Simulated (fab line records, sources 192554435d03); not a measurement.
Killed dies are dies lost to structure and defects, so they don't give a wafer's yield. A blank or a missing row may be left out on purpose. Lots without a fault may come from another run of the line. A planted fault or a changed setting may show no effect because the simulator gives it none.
fab line records | flow n5_finfet
record lots=7 wafers=39
route steps=1938 shown BEOL_M6@1239 BEOL_M8@1368 BEOL_M12@1649
start_h: hours from the record's first day to the start of the lot's first wafer shown | wait_h: hours since the lot's step before | " the same as in the row above | L1.1+2: a row that stands for several wafers | - no value, or no start given | * or withheld: withheld | < > ~ a bound
route shown NAME@n: a module of which the file shows steps, and the number in the route of the first | usual: mean/standard deviation of fault-free wafers | same: alike in all rows | chamber/n: place in a boat | sites: the reading at each site | _std_site: their standard deviation | _edge_site: outer sites' mean less inner sites' | radius_mm: how far each site lies from the wafer's centre | mask NAME#n: copy n | behind: the tool/chamber that last shaped the wafer | hold: why the lot was held/for how many hours/how that ended | device: the transistor (n, p or np) that didn't switch | end of line: the same wafers' tests at the end of the route | a step without rows: its recipe alone | killed: dies lost to structure and defects at the first sort, not the wafer's yield | map: a wafer's dies, x killed, . not, _ none there
set.NAME: the setting as run; set.NAME@STEP: as run at that earlier step | model.NAME: the simulator's own value behind a step, which no gauge read
lots whose settings were changed on purpose; a table a step, a row a wafer
## steps
# step N5_BEOL_M6_TRENCH_ETCH_37
# recipe chemistry=C4F6/O2 target_depth_a=944.35 target=SiCOH_lowk time_s=31.5 ion_energy_ev=250 pressure_mtorr=30 source_w=345 bias_w=185 Ar_flow_sccm=300 C4F6_flow_sccm=10 O2_flow_sccm=10
# columns lot.wafer tool chamber start_h wait_h set.target_depth_a model.BEOL_M6.feature_depth_nm model.etch.depth_nm model.TiN_of_BEOL_M6_HM_DEP_02.thk_nm
L075.1 rie_diel-06 2 - - 1091 108.4 108.5 17
L075.2 " 1 " " 1091 109 108.9 17
L075.3 " 0 " " 1091 110.2 110.1 16.8
L075.4 " 1 " " 944.35 93.6 93.54 17.2
L075.5 " 2 " " 944.35 94.4 94.39 17.4
L075.6 " 0 " " 944.35 94.8 94.84 17.2
L077.1 rie_diel-05 3 - - 944.35 94.2 94.22 17.6
L077.2 " 0 " " 944.35 95.4 95.44 17.6
L077.4 " 1 " " 944.35 96.8 96.88 17.4
L083.1 rie_diel-05 3 - - 944.35 96.2 96.17 17.2
L083.2 " 1 " " 944.35 96.8 96.75 17.2
L083.3 " 2 " " 506 50 49.99 18.2
L083.4 " 0 " " 506 51.4 51.48 18.6
L083.5 " 1 " " 506 52.2 52.25 18.4
L083.6 " 0 " " 944.35 96.2 96.29 17.2
L086.1 rie_diel-02 2 - - 944.35 94.2 94.13 17.4
L086.2 " 1 " " 944.35 94.4 94.34 17.2
L086.3 " 3 " " 1402 140.4 140.5 16.2
L086.4 " 0 " " 1402 140.6 140.7 16
L086.5 " 0 " " 944.35 94.4 94.5 17.4
L086.6 " 3 " " 1402 139.6 139.7 16
L090.1 rie_diel-02 2 - - 944.35 93.8 93.77 17.4
L090.2 " 3 " " 944.35 94.2 94.23 17.6
L090.3 " 1 " " 944.35 94.8 94.74 17.6
L090.4 " 0 " " 944.35 95.4 95.49 17.2
L090.5 " 3 " " 944.35 94 94.09 17.4
L090.6 " 2 " " 944.35 94.2 94.11 17.4
L092.1 rie_diel-02 2 - - 425 42.4 42.49 18.8
L092.2 " 1 " " 944.35 94.2 94.18 17.2
L092.3 " 0 " " 944.35 95 94.95 17.4
L092.4 " 3 " " 425 42.4 42.33 19
L092.5 " 1 " " 944.35 94.6 94.67 17.2
L092.6 " 2 " " 425 42.2 42.27 18.8
L095.1+2 rie_diel-02 3,2 - - 549.4 55.2 55.13 18.2
L095.3 " 1 " " 944.35 94.6 94.68 17
L095.4 " 0 " " 549.4 55.4 55.47 18.4
L095.5 " 2 " " 944.35 94 94.01 17.2
L095.6 " 3 " " 944.35 95 95.07 17.2
# step N5_BEOL_M6_ETCH_41
# recipe chemistry=CH3F/O2 target=SiCN target_depth_a=297 taper_deg=2 time_s=52 ion_energy_ev=120 mask_material=TiN pressure_mtorr=30 source_w=395 bias_w=75 Ar_flow_sccm=150 CH3F_flow_sccm=30 O2_flow_sccm=20
# step N5_BEOL_M6_STRIP_80
# recipe chemistry=N2/H2 time_s=10 power_w=450 temp_c=40 pressure_mtorr=20 rf_frequency_hz=6e+07 bias_power_w=7 n2_flow_sccm=200 h2_flow_sccm=200
# step N5_BEOL_M6_OCD_MEAS_38
# usual trench_depth_nm=94.7/1
# columns lot.wafer tool chamber start_h wait_h set.target_depth_a@BEOL_M6_TRENCH_ETCH_37 trench_depth_nm
L075.1 ocd-01 - 189.08 - 1091 109.1
L075.2 " - " " 1091 109.1
L075.3 " - " " 1091 110.1
L075.4 " - " " 944.35 93.8
L075.5 " - " " 944.35 94.7
L075.6 " - " " 944.35 94.4
L077.1 ocd-02 - 193.01 - 944.35 94.1
L077.2 " - " " 944.35 95.4
L077.4 " - " " 944.35 96.8
L083.1 ocd-01 - 228.34 - 944.35 96.4
L083.2 " - " " 944.35 96.7
L083.3 " - " " 506 50.7
L083.4 " - " " 506 51.1
L083.5 " - " " 506 52.2
L083.6 " - " " 944.35 96.5
L086.1 ocd-02 - 258.31 - 944.35 93.8
L086.2 " - " " 944.35 94.2
L086.3 " - " " 1402 140.8
L086.4 " - " " 1402 140.4
L086.5 " - " " 944.35 94.3
L086.6 " - " " 1402 139.8
L090.1 ocd-02 - 283.43 - 944.35 93.9
L090.2 " - " " 944.35 94.0
L090.3 " - " " 944.35 95.1
L090.4 " - " " 944.35 95.7
L090.5 " - " " 944.35 94.3
L090.6 " - " " 944.35 94.5
L092.1 ocd-01 - 299.90 - 425 42.0
L092.2 " - " " 944.35 93.8
L092.3 " - " " 944.35 95.1
L092.4 " - " " 425 42.7
L092.5 " - " " 944.35 94.8
L092.6 " - " " 425 42.0
L095.1 ocd-01 - 317.91 - 549.4 54.9
L095.2 " - " " 549.4 55.0
L095.3 " - " " 944.35 94.6
L095.4 " - " " 549.4 55.2
L095.5 " - " " 944.35 93.6
L095.6 " - " " 944.35 95.3
# step N5_BEOL_M6_HM_STRIP_39
# recipe chemistry=peroxide_tin_strip material=TiN target_depth_a=250 temp_c=50 time_s=158
# step N5_BEOL_M6_SRD_40
# recipe time_s=30 temp_c=23 rinse_liquid=diw dry=ipa_marangoni
# step N5_BEOL_M6_ECD_50
# recipe material=Cu target_thk_a=3000
# step N5_BEOL_M6_ANNEAL_51
# recipe temp_c=225 time_s=90 ambient=N2
# step N5_BEOL_M6_CMP_52
# recipe stop_on=SiCOH_lowk t_overpolish_s=6.9 down_force_psi=1 platen_rpm=50 clearing_platen_down_force_psi=1.5 clearing_platen_rpm=50 post_cmp_clean=cu_alkaline target_thk_nm=80 clearing_platen_pad_velocity_m_s=0.99484 pad_velocity_m_s=0.99484
# columns lot.wafer tool chamber start_h wait_h set.target_depth_a@BEOL_M6_TRENCH_ETCH_37 model.Cu_of_BEOL_M6_ECD_50.thk_nm
L075.1 cmp-03 3 191.16 0.3 1091 94.6
L075.4 " 0 " " 944.35 78.8
L075.3 " 1 " " 1091 94.4
L075.2 " 2 " " 1091 95.4
L075.5 " 3 " " 944.35 79
L075.6 " 0 " " 944.35 81.6
L077.4 cmp-04 0 195.12 0.1 944.35 81.2
L077.2 " 1 " " 944.35 78.8
L077.1 " 3 " " 944.35 79.6
L083.2 cmp-03 3 230.87 0.2 944.35 83.2
L083.4 " 0 " " 506 37.2
L083.3 " 1 " " 506 34.4
L083.1+6 " 2,0 " " 944.35 82.8
L083.5 " 3 " " 506 39.4
L086.4 cmp-03 0 259.96 0.1 1402 126.6
L086.2 " 1 " " 944.35 79.4
L086.1 " 2 " " 944.35 79.8
L086.3 " 3 " " 1402 126.2
L086.6 " 0 " " 1402 125.2
L086.5 " 1 " " 944.35 77.6
L090.3+6 cmp-04 2 285.51 0.2 944.35 79.6
L090.2 " 3 " " 944.35 77.6
L090.1 " 0 " " 944.35 78.2
L090.4 " 1 " " 944.35 78.8
L090.5 " 3 " " 944.35 78.4
L092.3+5 cmp-03 1 302.59 0.2 944.35 80.2
L092.1+4 " 2,0 " " 425 28
L092.2 " 3 " " 944.35 80.8
L092.6 " 2 " " 425 29.2
L095.4 cmp-04 3 322.91 0.1 549.4 40.2
L095.3+5 " 0,3 " " 944.35 79.4
L095.2 " 1 " " 549.4 40.8
L095.1 " 2 " " 549.4 39.4
L095.6 " 0 " " 944.35 80.4
# step N5_BEOL_M6_THK_MEAS_53
# recipe thk_meas_gauge=xrf reads=Cu_of_BEOL_M6_ECD_50
# usual M6_THK=80.8/1.5
# columns lot.wafer tool chamber start_h wait_h set.target_depth_a@BEOL_M6_TRENCH_ETCH_37 M6_THK[nm]
L075.1 film_metro-02 - 191.45 - 1091 94.9
L075.2 " - " " 1091 96.0
L075.3 " - " " 1091 94.7
L075.4 " - " " 944.35 79.0
L075.5 " - " " 944.35 79.1
L075.6 " - " " 944.35 81.8
L077.1 film_metro-01 - 195.41 - 944.35 80.2
L077.2 " - " " 944.35 79.5
L077.4 " - " " 944.35 82.0
L083.1 film_metro-02 - 231.16 - 944.35 83.4
L083.2 " - " " 944.35 84.2
L083.3 " - " " 506 34.8
L083.4 " - " " 506 37.5
L083.5 " - " " 506 39.6
L083.6 " - " " 944.35 83.4
L086.1 film_metro-02 - 260.25 - 944.35 79.0
L086.2 " - " " 944.35 78.8
L086.3 " - " " 1402 124.7
L086.4 " - " " 1402 125.0
L086.5 " - " " 944.35 77.2
L086.6 " - " " 1402 124.6
L090.1 film_metro-01 - 285.80 - 944.35 79.0
L090.2 " - " " 944.35 78.4
L090.3 " - " " 944.35 80.5
L090.4 " - " " 944.35 80.0
L090.5 " - " " 944.35 79.2
L090.6 " - " " 944.35 80.6
L092.1 film_metro-02 - 302.89 - 425 27.9
L092.2 " - " " 944.35 80.3
L092.3 " - " " 944.35 79.9
L092.4 " - " " 425 27.9
L092.5 " - " " 944.35 79.9
L092.6 " - " " 425 29.1
L095.1 film_metro-02 - 323.20 - 549.4 39.7
L095.2 " - " " 549.4 41.1
L095.3 " - " " 944.35 79.8
L095.4 " - " " 549.4 40.3
L095.5 " - " " 944.35 79.8
L095.6 " - " " 944.35 80.7
# step N5_BEOL_M6_PRE_CLEAN_55
# recipe gas=NH3 time_s=15 temp_c=withheld rf_power_w=300
# step N5_BEOL_M6_DEP_56
# recipe material=SiCN target_thk_a=100 temp_c=withheld precursor=3MS/NH3 pressure_torr=3 rf_w=202 time_s=17.5
# step N5_BEOL_M6_RS_MEAS_57
# recipe thk_meas_gauge=four-point-probe reads=Cu_of_BEOL_M6_ECD_50+Co_of_BEOL_M6_CVD_78+TaN_of_BEOL_M6_ALD_77
# usual M6_RS=0.285/0.0057
# columns lot.wafer tool chamber start_h wait_h set.target_depth_a@BEOL_M6_TRENCH_ETCH_37 M6_RS[ohm/sq]
L075.1 film_metro-02 - 191.62 0.1 1091 0.236
L075.2 " - " " 1091 0.233
L075.3 " - " " 1091 0.237
L075.4 " - " " 944.35 0.292
L075.5 " - " " 944.35 0.290
L075.6 " - " " 944.35 0.280
L077.1 film_metro-02 - 195.54 0.1 944.35 0.288
L077.2 " - " " 944.35 0.291
L077.4 " - " " 944.35 0.281
L083.1 film_metro-01 - 231.30 0.1 944.35 0.275
L083.2 " - " " 944.35 0.273
L083.3 " - " " 506 0.820
L083.4 " - " " 506 0.740
L083.5 " - " " 506 0.686
L083.6 " - " " 944.35 0.274
L086.1 film_metro-02 - 260.42 0.1 944.35 0.288
L086.2 " - " " 944.35 0.290
L086.3 " - " " 1402 0.171
L086.4 " - " " 1402 0.169
L086.5 " - " " 944.35 0.297
L086.6 " - " " 1402 0.172
L090.1 film_metro-02 - 285.95 0.1 944.35 0.295
L090.2 " - " " 944.35 0.296
L090.3 " - " " 944.35 0.288
L090.4 " - " " 944.35 0.291
L090.5 " - " " 944.35 0.294
L090.6 " - " " 944.35 0.287
L092.1 film_metro-01 - 303.02 0.1 425 1.076
L092.2 " - " " 944.35 0.283
L092.3 " - " " 944.35 0.285
L092.4 " - " " 425 1.078
L092.5 " - " " 944.35 0.285
L092.6 " - " " 425 1.020
L095.1 film_metro-02 - 323.33 0.1 549.4 0.684
L095.2 " - " " 549.4 0.657
L095.3 " - " " 944.35 0.289
L095.4 " - " " 549.4 0.669
L095.5 " - " " 944.35 0.289
L095.6 " - " " 944.35 0.285
# step N5_BEOL_M8_DESCUM_33
# recipe chemistry=O2 time_s=7 source_power_w=50 bias_power_w=20 pressure_mtorr=20 rf_frequency_hz=2.712e+07 temp_c=40 resist=CAR-EUV o2_flow_sccm=225
# columns lot.wafer tool chamber start_h wait_h set.time_s model.CAR-EUV_of_BEOL_M8_COAT_22.thk_nm
L075.1+2+6 rie_diel-06 0,2,2 204.63 0.3 7 26.2
L075.3+4+5 " 1,1,0 " " 7 26
L077.1+2+4 rie_diel-06 1,0,3 211.91 0.5 7 26
L083.1+2+3 rie_diel-02 3,1,0 243.37 0.0 4.055 27.4
L083.4+5 " 2 " " 7 26
L083.6 " 3 " " 7 25.8
L086.1+2+3+5+6 rie_diel-02 3,1,0,3,0 275.72 0.1 7 26.2
L086.4 " 2 " " 7 26
L090.1+3 rie_diel-05 2,3 299.51 0.0 8.898 25.2
L090.2+4+5 " 1,3,1 " " 7 26
L090.6 " 2 " " 8.898 25
L092.1+6 rie_diel-05 3,0 316.30 0.2 8.911 25.2
L092.2 " 0 " " 7 26
L092.3+4 " 1,2 " " 7 26.2
L092.5 " 1 " " 8.911 25
L095.1+4+5 rie_diel-05 3,2,0 335.40 0.0 4.494 27.4
L095.2+3+6 " 1,0,3 " " 7 26.2
# step N5_BEOL_M8_ETCH_72
# recipe chemistry=N2/H2 target=underlayer target_depth_a=65 mask_material=CAR-EUV time_s=5.2 ion_energy_ev=200 pressure_mtorr=30 source_w=840 bias_w=150 n2_flow_sccm=200 h2_flow_sccm=200 ends=cleared
# columns lot.wafer tool chamber start_h wait_h set.time_s@BEOL_M8_DESCUM_33 model.CAR-EUV_of_BEOL_M8_COAT_22.thk_nm
L075.1+2+5+6 rie_diel-06 0,2,0,2 204.67 0.0 7 20.4
L075.3+4 " 1 " " 7 20.2
L077.1 rie_diel-06 1 211.95 0.0 7 20.2
L077.2+4 " 0,3 " " 7 20.4
L083.1+2 rie_diel-02 3,1 243.40 0.0 4.055 21.6
L083.3 " 0 " " 4.055 21.8
L083.4+5+6 " 2,2,3 " " 7 20.2
L086.1+2+3+5+6 rie_diel-02 3,1,0,3,0 275.76 0.0 7 20.4
L086.4 " 2 " " 7 20.2
L090.1+3 rie_diel-05 2,3 299.54 0.0 8.898 19.4
L090.2+4+5 " 1,3,1 " " 7 20.2
L090.6 " 2 " " 8.898 19.2
L092.1+5+6 rie_diel-05 3,1,0 316.33 0.0 8.911 19.4
L092.2 " 0 " " 7 20.2
L092.3+4 " 1,2 " " 7 20.4
L095.1+4+5 rie_diel-05 3,2,0 335.43 0.0 4.494 21.6
L095.2 " 1 " " 7 20.6
L095.3+6 " 0,3 " " 7 20.4
# step N5_BEOL_M12_SPUTTER_44
# recipe material=Ta target_thk_a=100 temp_c=50 bias_v=80 power_w=15000 chamber_pressure_pa=0.07 time_s=16.13
# columns lot.wafer tool chamber start_h wait_h set.time_s model.Ta_of_BEOL_M12_SPUTTER_44.thk_nm
L075.1 pvd_sputter-02 - 236.65 0.0 24.68 15.4
L075.2+4 " - " " 16.13 10.2
L075.3+5 " - " " 24.68 15.6
L075.6 " - " " 16.13 10.4
L077.1 pvd_sputter-02 - 243.71 0.0 16.13 9.8
L077.2 " - " " 16.13 9.6
L077.4 " - " " 16.13 10
L083.1 pvd_sputter-02 - 276.65 0.0 6.937 4.2
L083.2 " - " " 16.13 10.2
L083.3 " - " " 16.13 9.8
L083.4+5 " - " " 6.937 4.4
L083.6 " - " " 16.13 10
L086.1+5 pvd_sputter-01 - 309.89 0.0 12.21 7.4
L086.2+3+6 " - " " 16.13 9.8
L086.4 " - " " 12.21 7.6
L090.1+4+5 pvd_sputter-02 - 337.41 0.0 20.08 12.4
L090.2 " - " " 16.13 9.8
L090.3 " - " " 16.13 10.2
L090.6 " - " " 16.13 10
L092.1+2+5 pvd_sputter-01 - 353.17 0.0 11.94 7.2
L092.3+4+6 " - " " 16.13 9.8
L095.1+3+4 pvd_sputter-02 - 375.40 0.0 18.59 11.4
L095.2 " - " " 16.13 10
L095.5+6 " - " " 16.13 9.8
# step N5_BEOL_M12_SPUTTER_45
# recipe material=Cu target_thk_a=800 temp_c=-20 bias_v=60 power_w=26000 chamber_pressure_pa=0.13 time_s=13.33
# step N5_BEOL_M12_ECD_47
# recipe material=Cu target_thk_a=7200
# step N5_BEOL_M12_ANNEAL_48
# recipe temp_c=225 time_s=90 ambient=N2
# step N5_BEOL_M12_CMP_49
# recipe stop_on=SiOC t_overpolish_s=20.6 down_force_psi=1 platen_rpm=50 clearing_platen_down_force_psi=1.5 clearing_platen_rpm=50 post_cmp_clean=cu_alkaline target_thk_nm=320 clearing_platen_pad_velocity_m_s=0.99484 pad_velocity_m_s=0.99484
# usual barrier_field_endpoint_s=30.3/0.7
# columns lot.wafer tool chamber start_h wait_h set.time_s@BEOL_M12_SPUTTER_44 barrier_field_endpoint_s
L075.4 cmp-03 0 237.44 0.1 16.13 31.6
L075.2 " 1 " " 16.13 31.0
L075.3 " 2 " " 24.68 38.6
L075.1 " 3 " " 24.68 39.4
L075.5 " 0 " " 24.68 38.0
L075.6 " 1 " " 16.13 30.8
L077.4 cmp-01 1 244.89 0.2 16.13 29.7
L077.1 " 2 " " 16.13 30.3
L077.2 " 3 " " 16.13 29.1
L083.2 cmp-02 3 277.28 0.2 16.13 30.0
L083.3 " 0 " " 16.13 29.4
L083.1 " 1 " " 6.937 22.6
L083.4 " 2 " " 6.937 23.0
L083.5 " 3 " " 6.937 22.9
L083.6 " 0 " " 16.13 29.2
L086.2 cmp-02 1 312.62 0.2 16.13 30.5
L086.1 " 2 " " 12.21 27.0
L086.3 " 3 " " 16.13 30.1
L086.4 " 0 " " 12.21 27.7
L086.5 " 1 " " 12.21 27.8
L086.6 " 2 " " 16.13 29.8
L090.2 cmp-03 1 341.81 0.2 16.13 29.4
L090.4 " 2 " " 20.08 33.7
L090.1 " 3 " " 20.08 33.6
L090.3 " 0 " " 16.13 30.0
L090.6 " 1 " " 16.13 29.7
L090.5 " 2 " " 20.08 34.1
L092.4 cmp-03 1 357.14 0.1 16.13 29.9
L092.2 " 2 " " 11.94 27.7
L092.1 " 3 " " 11.94 27.2
L092.3 " 0 " " 16.13 30.8
L092.5 " 1 " " 11.94 26.7
L092.6 " 2 " " 16.13 30.8
L095.1 cmp-02 0 379.31 0.5 18.59 31.5
L095.3 " 1 " " 18.59 31.6
L095.2 " 2 " " 16.13 30.6
L095.4 " 3 " " 18.59 31.4
L095.6 " 0 " " 16.13 30.2
L095.5 " 1 " " 16.13 30.2
## key
split step=N5_BEOL_M6_TRENCH_ETCH_37 setting=target_depth_a stated=944.35 by=wafer
response step=N5_BEOL_M6_TRENCH_ETCH_37 reading=model.BEOL_M6.feature_depth_nm change=+0.953 per=1% r=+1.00
response step=N5_BEOL_M6_TRENCH_ETCH_37 reading=model.etch.depth_nm change=+0.953 per=1% r=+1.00
response step=N5_BEOL_M6_TRENCH_ETCH_37 reading=model.TiN_of_BEOL_M6_HM_DEP_02.thk_nm change=-0.0271 per=1% r=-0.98
response step=N5_BEOL_M6_OCD_MEAS_38 reading=trench_depth_nm change=+0.956 per=1% r=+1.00
response step=N5_BEOL_M6_CMP_52 reading=model.Cu_of_BEOL_M6_ECD_50.thk_nm change=+0.963 per=1% r=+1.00
response step=N5_BEOL_M6_THK_MEAS_53 reading=M6_THK change=+0.961 per=1% r=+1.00
response step=N5_BEOL_M6_RS_MEAS_57 reading=M6_RS shape=bent at_lowest=1.058 at_stated=0.287 at_highest=0.171
split step=N5_BEOL_M8_DESCUM_33 setting=time_s stated=7 by=wafer
response step=N5_BEOL_M8_DESCUM_33 reading=model.CAR-EUV_of_BEOL_M8_COAT_22.thk_nm change=-0.0343 per=1% r=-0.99
response step=N5_BEOL_M8_ETCH_72 reading=model.CAR-EUV_of_BEOL_M8_COAT_22.thk_nm change=-0.0334 per=1% r=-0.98
split step=N5_BEOL_M12_SPUTTER_44 setting=time_s stated=16.13 by=wafer
response step=N5_BEOL_M12_SPUTTER_44 reading=model.Ta_of_BEOL_M12_SPUTTER_44.thk_nm change=+0.0991 per=1% r=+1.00
response step=N5_BEOL_M12_CMP_49 reading=barrier_field_endpoint_s change=+0.128 per=1% r=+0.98
